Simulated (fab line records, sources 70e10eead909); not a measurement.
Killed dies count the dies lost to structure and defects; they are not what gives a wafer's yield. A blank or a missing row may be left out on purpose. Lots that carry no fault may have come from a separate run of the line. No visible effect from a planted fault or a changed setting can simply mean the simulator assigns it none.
Comparing a struck lot with a sound one :: flow nand_harc :: 15 steps out of a route of 1302
Sound: wafers L766.4, L766.5, L766.6. Wafers struck: L774.1, L774.2, L774.6. The cause is named last.
At each step with rows: each side's tool, then ch and its chambers, then its first start. Under that, the readings that differ: sound wafers :: struck wafers :: difference of the means :: sigmas: that difference in standard deviations of wafers without a fault.
alike: readings whose means differ by less than 2 such deviations, and words and numbers that are the same on both sides. not compared: withheld readings, readings that some wafer has no value for, bounds like >300 that may hide the same value, and numbers for which the record gives no deviation and whose values overlap.
Wherever a step has rows on one side only, a row that says differs or no value, or a row with sigmas, the two part there. Numbers that have no deviation but don't overlap get no sigmas and don't part them. A reading that every wafer of one side lacks parts them only if that side has two wafers or more.

NHARC_THIN_TSV_GRIND_00:
  sound on grinder-01 ch 0, day 25 12:14; struck on grinder-01 ch 0, day 30 13:02
  alike: motor_current_A
NHARC_THIN_TSV_CMP_01: polishes.
  sound on cmp-02 ch 1,2,3, day 25 12:54; struck on cmp-03 ch 0,1,3, day 30 14:18
  alike: motor_current_A
NHARC_THIN_TSV_THK_MEAS_02: measures by ir.
  sound on film_metro-02, day 25 13:07; struck on film_metro-01, day 30 14:31
  alike: thk_nm
then, 3 steps without rows for these wafers: NHARC_THIN_TSV_SRD_03; NHARC_THIN_TSV_PRECLEAN_41 (cleans in SC1); NHARC_THIN_TSV_SRD_42.
NHARC_THIN_TSV_DEP_43: deposits SiO2, target thk 1328.5 nm.
  sound on pecvd-03 ch 0,1,2, day 25 13:28; struck on pecvd-03 ch 1,2, day 30 14:44
  alike: throttle_valve_pct
then, 5 steps without rows for these wafers: NHARC_THIN_TSV_DEHYDRATE_04 (time 120 s); NHARC_THIN_TSV_HMDS_05 (time 30 s); NHARC_THIN_TSV_COAT_06; NHARC_THIN_TSV_SOFTBAKE_07 (time 95 s); NHARC_THIN_TSV_EBR_08.
NHARC_THIN_TSV_EXPOSE_09: exposes mask TSV.
  sound on krf_scanner-01 ch 0, day 25 14:02; struck on krf_scanner-01 ch 0, day 30 15:19
reading: exposure_dose_mJ_cm2
sound: 30.66 30.59 30.65
struck: 29.74 29.79 29.75
difference: -0.87
sigmas: -6
  alike: mask
then, 1 step without rows for these wafers: NHARC_THIN_TSV_PEB_10 (peb time 85 s).
NHARC_END_SORT_01:
  sound on prober-02 ch 0, day 26 11:40; struck on prober-01 ch 0, day 31 09:02
reading: defect_limited_yield (%)
sound: 96 96 96
struck: 90 87 91
difference: -7
sigmas: -2

reading: killed_at_array
sound: 19 21 16
struck: 68 80 58
difference: +50
sigmas: +2

reading: killed_dies
sound: 28 29 27
struck: 71 89 60
difference: +45
sigmas: +2

reading: sort_bin_2_pct (%)
sound: 1.9 1.0 1.0
struck: 4.4 4.3 4.0
difference: +2.9
sigmas: +2

reading: sort_bin_4_pct (%)
sound: 2.1 3.0 2.5
struck: 5.5 7.8 4.1
difference: +3.3
sigmas: +2

reading: sort_n_pass
sound: 649 648 650
struck: 606 588 617
difference: -45
sigmas: -2

reading: sort_yield_pct (%)
sound: 96 96 96
struck: 90 87 91
difference: -7
sigmas: -2
  alike: killed_at_other, killed_at_periphery, killed_open, killed_short, sort_bin_3_pct, sort_rim_yield_pct

## WHERE THEY PART
Last at NHARC_END_SORT_01 as far as this record goes, first at NHARC_THIN_TSV_EXPOSE_09.

WHY: what had been put in by the simulator
Drift in process parameters on krf_scanner-01 at NHARC_THIN_TSV_EXPOSE_09, starting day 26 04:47. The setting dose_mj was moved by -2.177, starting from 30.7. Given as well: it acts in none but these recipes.
